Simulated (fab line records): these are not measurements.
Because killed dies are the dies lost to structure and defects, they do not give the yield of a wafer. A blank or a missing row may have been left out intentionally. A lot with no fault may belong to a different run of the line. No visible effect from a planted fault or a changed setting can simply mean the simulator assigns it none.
fab line records | flow nandHarc
record: lots: 6 | wafers: 18 | lastDay: 33
route steps=1302 shown P_STI@78 END@1302
lots untouched by any fault: they come from a run of this same line in which no faults occurred
startH: hours from the record's opening day to when the first of the lot's shown wafers began | waitH: hours from the lot's prior step to this one | " repeats the value in the row above | L1.1+2: a single row standing in for several wafers | - value missing, or start not given | * or withheld: withheld | < > ~ a bound
route shown NAME@n: names a module that has steps shown in the file, with the first one's number in the route | usual: mean/standard deviation of fault-free wafers | same: alike in all rows | chamber/n: place in a boat | sites: the reading at each site | _std_site: standard deviation across them | _edge_site: the outer-site mean with the inner-site mean subtracted | radiusMm: for every site, how far away it sits from the centre of the wafer | mask NAME#n: copy n | behind: tool/chamber where the wafer was last shaped | hold: reason for holding the lot/hours on hold/outcome of the hold | device: names the non-switching transistor (n, p or np) | end of line: the route-end tests of the same wafers | for a step that has no rows: nothing shown but its recipe | killed: not the wafer's yield, but the dies lost to structure and defects at the first sort | map: the dies of a wafer, with x for killed, . for not killed, _ for no die there
set.NAME: the run value of the setting; set.NAME@STEP: its run value at that earlier step | model.NAME: the simulator's own value behind a step, which no gauge read
lots seen at some steps along the route; tables by step, rows by wafer
services: the hour from which a tool's chamber was out of use, counted from the record's first day as startH (under 0 if before that day), plus the number of hours and why
== steps ==
step: NHARC_P_STI_SOFTBAKE_04
recipe: tempC: 125 | timeS: 70
step: NHARC_P_STI_EBR_05
step: NHARC_P_STI_EXPOSE_06
recipe: na: 0.55 | targetCdNm: 200 | doseMj: 37.69 | maskId: P_STI
step: NHARC_P_STI_PEB_07
recipe: pebTempC: 128 | pebTimeS: 80
step: NHARC_P_STI_DEVELOP_08
recipe: timeS: 50 | devTempC: 22
step: NHARC_P_STI_CD_MEAS_09
recipe: targetCdNm: 200 | landingEnergyEv: 500
usual: cdNm: 199.7/1.7
lot.wafer | tool     | chamber | startH | waitH | cdNm
L977.4    | cdSem-03 | 0       | 84.66  | -     | 202.1
L977.5    | "        | 0       | "      | "     | 199.9
L977.6    | "        | 0       | "      | "     | 200.4
L980.2    | cdSem-02 | 0       | 112.39 | -     | 200.6
L980.4    | "        | 0       | "      | "     | 198.5
L980.6    | "        | 0       | "      | "     | 201.1
L982.3    | cdSem-01 | 0       | 135.97 | -     | 198.1
L982.4    | "        | 0       | "      | "     | 198.6
L982.5    | "        | 0       | "      | "     | 199.0
L990.1    | cdSem-01 | 0       | 214.20 | -     | 203.6
L990.5    | "        | 0       | "      | "     | 201.0
L990.6    | "        | 0       | "      | "     | 202.7
L994.3    | cdSem-03 | 0       | 250.10 | -     | 200.6
L994.4    | "        | 0       | "      | "     | 201.5
L994.6    | "        | 0       | "      | "     | 201.5
L996.1    | cdSem-01 | 0       | 272.60 | -     | 200.5
L996.5    | "        | 0       | "      | "     | 199.6
L996.6    | "        | 0       | "      | "     | 198.9
step: NHARC_P_STI_OVL_MEAS_10
usual: overlayXNm: -2/7.8 | overlayYNm: 0/5
lot.wafer | tool       | chamber | startH | waitH | overlayXNm | overlayYNm
L977.4    | overlay-01 | -       | 84.75  | -     | 1          | 3
L977.5    | "          | -       | "      | "     | 1          | 3
L977.6    | "          | -       | "      | "     | 1          | 3
L980.2    | overlay-02 | -       | 112.47 | -     | -9         | -4
L980.4    | "          | -       | "      | "     | -9         | -5
L980.6    | "          | -       | "      | "     | -9         | -5
L982.3    | overlay-01 | -       | 136.05 | -     | 10         | 11
L982.4    | "          | -       | "      | "     | 10         | 11
L982.5    | "          | -       | "      | "     | 10         | 11
L990.1    | overlay-01 | -       | 214.29 | -     | 7          | -8
L990.5    | "          | -       | "      | "     | 6          | -8
L990.6    | "          | -       | "      | "     | 6          | -8
L994.3    | overlay-02 | -       | 250.19 | -     | -2         | -4
L994.4    | "          | -       | "      | "     | -2         | -3
L994.6    | "          | -       | "      | "     | -2         | -4
L996.1    | overlay-01 | -       | 272.69 | -     | -11        | 6
L996.5    | "          | -       | "      | "     | -11        | 6
L996.6    | "          | -       | "      | "     | -11        | 6
step: NHARC_P_STI_INSPECT_11
usual: rawDefectCount: 5.5/2.7
lot.wafer | tool             | chamber | startH | waitH | rawDefectCount
L977.4    | defectInspect-02 | -       | 84.78  | 0.0   | 10
L977.5    | "                | -       | "      | "     | 4
L977.6    | "                | -       | "      | "     | 4
L980.2    | defectInspect-02 | -       | 112.51 | 0.0   | 9
L980.4    | "                | -       | "      | "     | 4
L980.6    | "                | -       | "      | "     | 5
L982.3    | defectInspect-02 | -       | 136.09 | 0.0   | 10
L982.4    | "                | -       | "      | "     | 8
L982.5    | "                | -       | "      | "     | 8
L990.1    | defectInspect-01 | -       | 214.33 | 0.0   | 2
L990.5    | "                | -       | "      | "     | 6
L990.6    | "                | -       | "      | "     | 3
L994.3    | defectInspect-02 | -       | 250.22 | 0.0   | 10
L994.4    | "                | -       | "      | "     | 3
L994.6    | "                | -       | "      | "     | 2
L996.1    | defectInspect-02 | -       | 272.73 | 0.0   | 4
L996.5    | "                | -       | "      | "     | 7
L996.6    | "                | -       | "      | "     | 2
step: NHARC_P_STI_HARDBAKE_13
recipe: tempC: 118 | timeS: 65
step: NHARC_P_STI_DESCUM_14
recipe: timeS: 3 | o2FlowSccm: 200 | arFlowSccm: 0 | biasPowerW: 0 | chemistry: O2
usual: drypumpMotorCurrentA: 6.0/0.53 | oesProductAu: 0.999/0.0063 | rfVppV: 57.8/0.94 | showerheadPlenumPTorr: 1.90/0.069 | throttleValvePct: 11.311/0.0091
lot.wafer | tool       | chamber | startH | waitH | drypumpMotorCurrentA | oesProductAu | rfHoursCounterH | rfVppV | showerheadPlenumPTorr | throttleValvePct
L977.4    | rieDiel-10 | 0       | 84.91  | -     | 6.3                  | 0.995        | 1               | 58.6   | 1.93                  | 11.310
L977.5    | "          | 0       | "      | "     | 6.4                  | 1.002        | -               | 57.2   | 1.93                  | 11.295
L977.6    | "          | 1       | "      | "     | 6.5                  | 0.992        | -               | 57.3   | 1.82                  | 11.303
L980.4    | rieDiel-13 | 2       | 112.65 | -     | 5.4                  | 0.985        | 6               | 57.7   | 1.95                  | 11.307
L980.2    | "          | 0       | "      | "     | 6.4                  | 0.995        | 6               | 56.8   | 1.85                  | 11.315
L980.6    | "          | 1       | "      | "     | 5.0                  | 1.000        | -               | 56.8   | 1.82                  | 11.320
L982.3    | rieDiel-10 | 0       | 136.22 | -     | 6.3                  | 1.003        | 4               | 56.9   | 1.93                  | 11.323
L982.4    | "          | 2       | "      | "     | 6.0                  | 1.010        | 4               | 57.7   | 1.98                  | 11.305
L982.5    | "          | 0       | "      | "     | 6.3                  | 0.990        | -               | 59.0   | 1.93                  | 11.307
L990.1    | rieDiel-10 | 2       | 214.48 | -     | 6.0                  | 1.006        | 8               | 58.0   | 1.97                  | 11.315
L990.6    | "          | 0       | "      | "     | 6.3                  | 0.995        | -               | 59.3   | 1.93                  | 11.311
L990.5    | "          | 1       | "      | "     | 6.5                  | 1.005        | -               | 57.3   | 1.82                  | 11.300
L994.4    | rieDiel-03 | 3       | 250.37 | -     | 4.8                  | 0.992        | 9               | 57.3   | 1.84                  | 11.312
L994.3    | "          | 0       | "      | "     | 5.7                  | 0.985        | 10              | 58.1   | 2.04                  | 11.305
L994.6    | "          | 3       | "      | "     | 4.9                  | 0.999        | -               | 55.3   | 1.84                  | 11.298
L996.1    | rieDiel-10 | 1       | 272.89 | -     | 6.5                  | 1.002        | 1               | 58.4   | 1.82                  | 11.313
L996.6    | "          | 2       | "      | "     | 6.0                  | 1.007        | -               | 57.9   | 1.97                  | 11.311
L996.5    | "          | 3       | "      | "     | 6.5                  | 0.998        | -               | 58.3   | 1.94                  | 11.316
step: NHARC_P_STI_ETCH_42
recipe: targetDepthA: 800 | overetchA: 240 | timeS: 61 | ionEnergyEv: 200 | n2FlowSccm: 150 | h2FlowSccm: 150 | arFlowSccm: 0 | rfW: 400 | biasW: 150 | chemistry: N2/H2
usual: biasW: 150.0/0.4 | drypumpMotorCurrentA: 6.0/0.52 | oesProductAu: 1.001/0.0074 | rfVppV: 430.0/2.1 | showerheadPlenumPTorr: 2.03/0.076 | throttleValvePct: 14.171/0.009
lot.wafer | tool       | chamber | startH | waitH | biasW | drypumpMotorCurrentA | oesProductAu | rfHoursCounterH | rfVppV | showerheadPlenumPTorr | throttleValvePct
L977.4    | rieDiel-10 | 3       | 85.02  | 0.1   | 149.9 | 6.6                  | 0.996        | 1               | 431.7  | 2.08                  | 14.170
L977.5    | "          | 0       | "      | "     | 149.9 | 6.3                  | 1.015        | -               | 430.2  | 2.06                  | 14.184
L977.6    | "          | 1       | "      | "     | 150.1 | 6.5                  | 0.992        | -               | 428.1  | 1.94                  | 14.163
L980.4    | rieDiel-13 | 0       | 112.73 | 0.1   | 150.2 | 6.4                  | 0.996        | 6               | 428.9  | 1.97                  | 14.169
L980.2    | "          | 2       | "      | "     | 149.6 | 5.4                  | 0.993        | 6               | 431.7  | 2.07                  | 14.180
L980.6    | "          | 0       | "      | "     | 150.6 | 6.4                  | 1.001        | -               | 429.9  | 1.97                  | 14.169
L982.4    | rieDiel-10 | 2       | 136.31 | 0.1   | 149.9 | 6.0                  | 1.008        | 4               | 431.4  | 2.11                  | 14.191
L982.3    | "          | 0       | "      | "     | 149.1 | 6.3                  | 1.005        | 4               | 431.1  | 2.06                  | 14.158
L982.5    | "          | 1       | "      | "     | 150.1 | 6.5                  | 0.998        | -               | 427.2  | 1.94                  | 14.179
L990.1    | rieDiel-10 | 2       | 214.56 | 0.1   | 149.5 | 6.0                  | 1.012        | 8               | 433.1  | 2.11                  | 14.182
L990.6    | "          | 0       | "      | "     | 149.6 | 6.4                  | 1.003        | -               | 429.3  | 2.06                  | 14.186
L990.5    | "          | 1       | "      | "     | 150.8 | 6.5                  | 1.002        | -               | 426.8  | 1.94                  | 14.178
L994.3    | rieDiel-03 | 2       | 250.44 | 0.1   | 150.0 | 5.9                  | 1.013        | 11              | 432.2  | 2.08                  | 14.175
L994.4    | "          | 3       | "      | "     | 150.5 | 4.8                  | 1.006        | 9               | 427.8  | 1.96                  | 14.165
L994.6    | "          | 3       | "      | "     | 150.0 | 4.8                  | 1.003        | -               | 428.5  | 1.96                  | 14.163
L996.1    | rieDiel-10 | 3       | 272.95 | 0.1   | 149.6 | 6.6                  | 1.002        | 2               | 430.7  | 2.07                  | 14.165
L996.6    | "          | 2       | "      | "     | 149.5 | 6.0                  | 1.003        | -               | 431.4  | 2.11                  | 14.192
L996.5    | "          | 3       | "      | "     | 150.3 | 6.5                  | 0.995        | -               | 431.3  | 2.07                  | 14.179
step: NHARC_P_STI_ETCH_31
recipe: targetDepthA: 1089 | timeS: 54.5 | cf4FlowSccm: 100 | chf3FlowSccm: 30 | arFlowSccm: 0 | rfW: 500 | biasW: 200 | chemistry: CF4/CHF3
usual: biasW: 200.1/0.67 | drypumpMotorCurrentA: 6.0/0.52 | oesProductAu: 0.964/0.013 | rfVppV: 370.4/1.8 | showerheadPlenumPTorr: 1.57/0.053 | throttleValvePct: 16.802/0.0084
lot.wafer | tool       | chamber | startH | waitH | biasW | drypumpMotorCurrentA | oesProductAu | rfHoursCounterH | rfVppV | showerheadPlenumPTorr | throttleValvePct
L977.4    | rieDiel-10 | 3       | -      | -     | 201.0 | 6.5                  | 0.974        | 1               | 372.5  | 1.60                  | 16.791
L977.6    | "          | 3       | "      | "     | 199.6 | 6.5                  | 0.980        | -               | 371.8  | 1.60                  | 16.797
L977.5    | "          | 0       | "      | "     | 200.2 | 6.3                  | 0.964        | -               | 371.2  | 1.59                  | 16.805
L980.2    | rieDiel-13 | 1       | -      | -     | 201.2 | 5.0                  | 0.955        | 4               | 370.1  | 1.50                  | 16.798
L980.4    | "          | 2       | "      | "     | 199.8 | 5.4                  | 0.955        | 6               | 372.6  | 1.60                  | 16.799
L980.6    | "          | 0       | "      | "     | 198.8 | 6.5                  | 0.957        | -               | 368.4  | 1.52                  | 16.806
L982.3    | rieDiel-10 | 0       | -      | -     | 200.5 | 6.4                  | 0.959        | 4               | 371.5  | 1.59                  | 16.811
L982.4    | "          | 1       | "      | "     | 199.9 | 6.5                  | 0.949        | 4               | 368.1  | 1.50                  | 16.799
L982.5    | "          | 3       | "      | "     | 200.2 | 6.6                  | 0.980        | -               | 370.9  | 1.60                  | 16.809
L990.1    | rieDiel-10 | 3       | -      | -     | 199.4 | 6.6                  | 0.981        | 9               | 371.2  | 1.60                  | 16.799
L990.5    | "          | 2       | "      | "     | 199.6 | 6.0                  | 0.978        | -               | 373.3  | 1.62                  | 16.803
L990.6    | "          | 3       | "      | "     | 199.4 | 6.6                  | 0.986        | -               | 371.1  | 1.60                  | 16.804
L994.3    | rieDiel-03 | 1       | -      | -     | 199.6 | 6.0                  | 0.978        | 10              | 368.4  | 1.53                  | 16.807
L994.4    | "          | 0       | "      | "     | 199.7 | 5.7                  | 0.979        | 10              | 373.0  | 1.67                  | 16.809
L994.6    | "          | 2       | "      | "     | 199.9 | 5.9                  | 0.972        | -               | 371.2  | 1.60                  | 16.785
L996.1    | rieDiel-10 | 0       | -      | -     | 201.9 | 6.4                  | 0.984        | 1               | 369.9  | 1.58                  | 16.814
L996.5    | "          | 1       | "      | "     | 200.4 | 6.5                  | 0.977        | -               | 368.9  | 1.50                  | 16.801
L996.6    | "          | 2       | "      | "     | 199.8 | 6.0                  | 0.967        | -               | 371.7  | 1.62                  | 16.808
step: NHARC_P_STI_ETCH_15
recipe: targetDepthA: 3000 | taperDeg: 4 | timeS: 100.1 | hbrFlowSccm: 150 | cl2FlowSccm: 50 | rfW: 400 | icpW: 400 | biasW: 100 | chemistry: HBr/Cl2
usual: biasW: 99.98/0.28 | drypumpMotorCurrentA: 5.6/0.5 | oesProductAu: 0.999/0.0075 | throttleValvePct: 26.406/0.01
lot.wafer | tool     | chamber | startH | waitH | biasW  | drypumpMotorCurrentA | oesProductAu | rfHoursCounterH | throttleValvePct | model.P_STI.featureDepthNm
L977.4    | rieSi-03 | 1       | 85.20  | -     | 99.88  | 6.2                  | 0.997        | 0.1             | 26.422           | 299.6
L977.5    | "        | 1       | "      | "     | 100.12 | 6.2                  | 0.994        | -               | 26.405           | 297.9
L977.6    | "        | 2       | "      | "     | 100.27 | 6.1                  | 1.006        | -               | 26.420           | 306.7
L980.4    | rieSi-04 | 0       | 112.92 | -     | 100.20 | 5.9                  | 0.951        | 0.7             | 26.404           | 275.6
L980.2    | "        | 3       | "      | "     | 100.60 | 5.0                  | 0.993        | 0.5             | 26.400           | 301.4
L980.6    | "        | 0       | "      | "     | 100.10 | 5.9                  | 0.941        | -               | 26.406           | 275.5
L982.4    | rieSi-04 | 2       | 136.51 | -     | 100.23 | 5.8                  | 1.017        | 1.0             | 26.401           | 305.7
L982.3    | "        | 0       | "      | "     | 100.14 | 5.9                  | 0.953        | 0.9             | 26.429           | 277
L982.5    | "        | 1       | "      | "     | 99.89  | 4.8                  | 1.013        | -               | 26.417           | 306.9
L990.1    | rieSi-04 | 2       | 214.75 | -     | 100.17 | 5.9                  | 0.995        | 0.4             | 26.408           | 297.4
L990.5    | "        | 1       | "      | "     | 99.77  | 4.8                  | 0.999        | -               | 26.414           | 298.3
L990.6    | "        | 2       | "      | "     | 99.95  | 5.9                  | 1.003        | -               | 26.418           | 298
L994.4    | rieSi-04 | 2       | 250.66 | -     | 99.58  | 5.9                  | 1.003        | 0.6             | 26.395           | 297.7
L994.3    | "        | 3       | "      | "     | 100.22 | 5.0                  | 0.994        | 0.5             | 26.408           | 300.9
L994.6    | "        | 0       | "      | "     | 99.88  | 5.9                  | 0.999        | -               | 26.403           | 297.2
L996.1    | rieSi-03 | 1       | 273.16 | -     | 100.38 | 6.2                  | 0.981        | 0.4             | 26.419           | 295
L996.5    | "        | 0       | "      | "     | 99.98  | 5.6                  | 0.976        | -               | 26.415           | 292.4
L996.6    | "        | 1       | "      | "     | 100.56 | 6.2                  | 0.996        | -               | 26.387           | 297.1
step: NHARC_P_STI_CD_MEAS_16
usual: cdNm: 199.3/1.7
lot.wafer | tool     | chamber | startH | waitH | cdNm
L977.4    | cdSem-01 | -       | 85.37  | -     | 200.9
L977.5    | "        | -       | "      | "     | 199.1
L977.6    | "        | -       | "      | "     | 200.1
L980.2    | cdSem-02 | -       | 113.08 | -     | 199.0
L980.4    | "        | -       | "      | "     | 197.7
L980.6    | "        | -       | "      | "     | 200.9
L982.3    | cdSem-03 | -       | 136.66 | -     | 197.9
L982.4    | "        | -       | "      | "     | 198.5
L982.5    | "        | -       | "      | "     | 199.7
L990.1    | cdSem-01 | -       | 214.90 | -     | 202.7
L990.5    | "        | -       | "      | "     | 200.4
L990.6    | "        | -       | "      | "     | 202.5
L994.3    | cdSem-01 | -       | 250.80 | -     | 199.8
L994.4    | "        | -       | "      | "     | 200.8
L994.6    | "        | -       | "      | "     | 199.4
L996.1    | cdSem-02 | -       | 273.33 | -     | 200.8
L996.5    | "        | -       | "      | "     | 199.1
L996.6    | "        | -       | "      | "     | 199.4
step: NHARC_P_STI_OCD_MEAS_17
usual: trenchDepthNm: 300.7/2.9 | trenchFootCdNm: 157.6/1.9
lot.wafer | tool   | chamber | startH | waitH | trenchDepthNm | trenchFootCdNm
L977.4    | ocd-02 | -       | 85.45  | 0.1   | 299.1         | 160.0
L977.5    | "      | -       | "      | "     | 297.2         | 158.2
L977.6    | "      | -       | "      | "     | 306.4         | 157.9
L980.2    | ocd-02 | -       | 113.17 | 0.1   | 301.5         | 158.6
L980.4    | "      | -       | "      | "     | 274.8         | 160.6
L980.6    | "      | -       | "      | "     | 275.1         | 163.0
L982.3    | ocd-01 | -       | 136.75 | 0.1   | 276.8         | 160.0
L982.4    | "      | -       | "      | "     | 305.6         | 155.4
L982.5    | "      | -       | "      | "     | 306.9         | 156.1
L990.1    | ocd-01 | -       | 214.99 | 0.1   | 297.3         | 162.2
L990.5    | "      | -       | "      | "     | 298.6         | 160.0
L990.6    | "      | -       | "      | "     | 298.6         | 160.2
L994.3    | ocd-02 | -       | 250.88 | 0.1   | 300.9         | 158.7
L994.4    | "      | -       | "      | "     | 297.8         | 159.6
L994.6    | "      | -       | "      | "     | 297.3         | 159.6
L996.1    | ocd-01 | -       | 273.42 | 0.1   | 294.7         | 159.0
L996.5    | "      | -       | "      | "     | 292.5         | 158.6
L996.6    | "      | -       | "      | "     | 297.2         | 157.2
step: NHARC_P_STI_STRIP_19
recipe: timeS: 900 | tempC: 130 | chemistry: SPM
step: NHARC_END_SORT_01
recipe: tempC: 25
usual: killedAtArray: 61/23 | killedAtOther: 1.3/1.4 | killedAtPeriphery: 4.0/2.6 | killedDies: 66/22 | killedOpen: 3.4/1.8 | killedShort: 2.3/1.4
same: grossDies: 677
lot.wafer | tool      | chamber | startH | waitH | killedAtArray | killedAtOther | killedAtPeriphery | killedDies | killedOpen | killedShort
L994.3    | prober-01 | 0       | 773.12 | 3.1   | 57            | 3             | 0                 | 60         | 7          | 3
L994.4    | prober-01 | 0       | 773.92 | 3.4   | 51            | 0             | 5                 | 56         | 2          | 0
L994.6    | prober-01 | 0       | 775.53 | 4.0   | 58            | 1             | 4                 | 63         | 3          | 5
killed by level:class
L994.3 A_CHANNEL_HOLE_D2:chamberFilmFlake=20 A_CHANNEL_HOLE_D1:chamberFilmFlake=12 A_SLIT:chamberFilmFlake=5 A_CONTACT:chamberFilmFlake=5 A_M1:chamberFilmFlake=5 THIN_TSV:chamberFilmFlake=3 A_STAIRCASE:geometricParticle:open=2 A_ONON_D1:geometricParticle:open=1
L994.4 A_CHANNEL_HOLE_D2:chamberFilmFlake=26 A_CHANNEL_HOLE_D1:chamberFilmFlake=9 A_SLIT:chamberFilmFlake=9 A_M1:chamberFilmFlake=4 P_GATE:chamberFilmFlake=3 P_M0:geometricParticle:open=1 A_ONON_D1:geometricParticle:open=1 P_M0:chamberFilmFlake=1
L994.6 A_CHANNEL_HOLE_D2:chamberFilmFlake=32 A_CHANNEL_HOLE_D1:chamberFilmFlake=7 A_SLIT:chamberFilmFlake=6 A_M1:chamberFilmFlake=3 A_ONON_D1:geometricParticle:short=2 A_CONTACT:chamberFilmFlake=2 P_GATE:geometricParticle:short=1 P_GATE:geometricParticle:open=1
== services ==
tool       | chamber | startH | hours | kind
rieDiel-10 | -       | 65.50  | 9.0   | pm
rieDiel-10 | 0       | 65.50  | 9.0   | ventCycle
rieDiel-10 | 1       | 65.50  | 9.0   | ventCycle
rieDiel-10 | 2       | 65.50  | 9.0   | ventCycle
rieDiel-10 | 3       | 65.50  | 9.0   | ventCycle
rieDiel-10 | 0       | 74.50  | -     | clean
rieDiel-10 | 1       | 74.50  | -     | clean
rieDiel-13 | 2       | 78.22  | 3.1   | repair
rieDiel-03 | -       | 104.30 | 9.0   | pm
rieDiel-13 | 2       | 129.00 | 4.2   | repair
rieDiel-13 | 2       | 137.63 | 11.9  | repair
rieSi-03   | 3       | 148.88 | 151.0 | repair
rieDiel-03 | 3       | 161.59 | 13.2  | repair
rieSi-04   | -       | 165.00 | 9.0   | pm
rieDiel-13 | -       | 165.02 | 9.0   | pm
rieSi-03   | 2       | 170.59 | 3.5   | repair
rieDiel-13 | 0       | 180.20 | 3.5   | repair
rieSi-03   | -       | 181.83 | 0.4   | repair
rieDiel-10 | 2       | 185.12 | 8.0   | repair
rieDiel-03 | 3       | 197.84 | 1.9   | repair
rieSi-04   | 3       | 217.34 | 7.5   | repair
rieSi-03   | -       | 221.00 | 9.0   | pm
rieDiel-10 | -       | 242.50 | 9.0   | pm
rieDiel-13 | 0       | 242.54 | 4.3   | repair
== key ==
firstSign: step: NHARC_P_STI_ETCH_15 | reading: oesProductAu | direction: down | sigmas: 6.8 | usual: 0.999 | struck: 0.948
effect: step: NHARC_P_STI_OCD_MEAS_17 | reading: trenchDepthNm | direction: down | sigmas: 8.7 | usual: 300.7 | struck: 275.6
modelEffect: step: NHARC_P_STI_ETCH_15 | value: P_STI.featureDepthNm | without: 301 | struck: 276
metAt NHARC_P_STI_ETCH_15
struckWafers L980.4,L980.6,L982.3
testerLeftOut L980,L982
fault: kind: processParameterDrift | tool: rieSi-04 | chamber: 0 | onsetH: 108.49 | steps: NHARC_P_STI_ETCH_15 | channel: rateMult | offset: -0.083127 | shape: step | endH: 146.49
testerLeftOut: of these lots the tester's yield and bins aren't shown, on N5 and GAA mostly nor the transistor test; their killed dies are dies lost to structure and defects alone, not to doping, threshold or leakage, so they don't give the yield
